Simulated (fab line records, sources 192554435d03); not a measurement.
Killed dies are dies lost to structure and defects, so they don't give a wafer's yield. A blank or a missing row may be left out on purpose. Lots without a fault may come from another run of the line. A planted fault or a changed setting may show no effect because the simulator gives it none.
Chamber matching | flow n5_finfet | N5_GATE_CUT_CMP_23 on cmp-03: 4 sister chambers
The step polishes, stops on SiO2, t overpolish 23.4 s, target thk 16 nm. 8 wafers are shown with their chamber, then 8 later ones without.

WAFERS WITH THEIR CHAMBER
wafer  | chamber | motor_current_A (A) | slurry_filter_dp_kPa (kPa)
L290.3 | 3       | 9.3                 | 13.53
L297.5 | 3       | 9.6                 | 13.50
L298.2 | 2       | 8.4                 | 13.68
L298.6 | 1       | 9.4                 | 13.48
L300.1 | 0       | 8.7                 | 13.60
L300.2 | 2       | 8.4                 | 13.43
L300.3 | 1       | 9.0                 | 13.46
L301.3 | 0       | 8.8                 | 13.39

WAFERS WITHOUT THEIR CHAMBER
wafer  | motor_current_A (A) | slurry_filter_dp_kPa (kPa)
L301.5 | 9.2                 | 13.53
L301.6 | 8.7                 | 13.41
L306.4 | 9.4                 | 13.66
L306.5 | 8.3                 | 13.75
L306.6 | 9.5                 | 13.52
L307.3 | 9.5                 | 13.83
L307.4 | 8.5                 | 13.56
L307.6 | 8.7                 | 13.49

WHICH CHAMBER EACH WENT THROUGH
wafer  | from the rows above          | in truth
L301.5 | can't be placed: 1 or 3 or 0 | 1
L301.6 | can't be placed: 0 or 2      | 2
L306.4 | can't be placed: 3 or 1      | 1
L306.5 | can't be placed: 2 or 0      | 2
L306.6 | can't be placed: 3 or 1      | 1
L307.3 | can't be placed: 3 or 1      | 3
L307.4 | can't be placed: 2 or 0      | 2
L307.6 | can't be placed: 0 or 2      | 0
Placed correctly: 0 of 8. Can't be placed from these rows: 8 (the true chamber is among the candidates in 8). Placed wrongly: 0.
How it was worked out, from the rows above alone: a wafer's distance from a chamber is the root of the sum, over the readings, of the square of ((its reading less the chamber's mean) divided by the reading's scatter). The wafer belongs to the nearest chamber; if the next one is less than 2 further off, it can't be placed. A chamber's mean is the mean of its shown wafers. The scatter: the root of (the sum of the squares of (reading less its chamber's mean) over the shown wafers, divided by (wafers less chambers)).
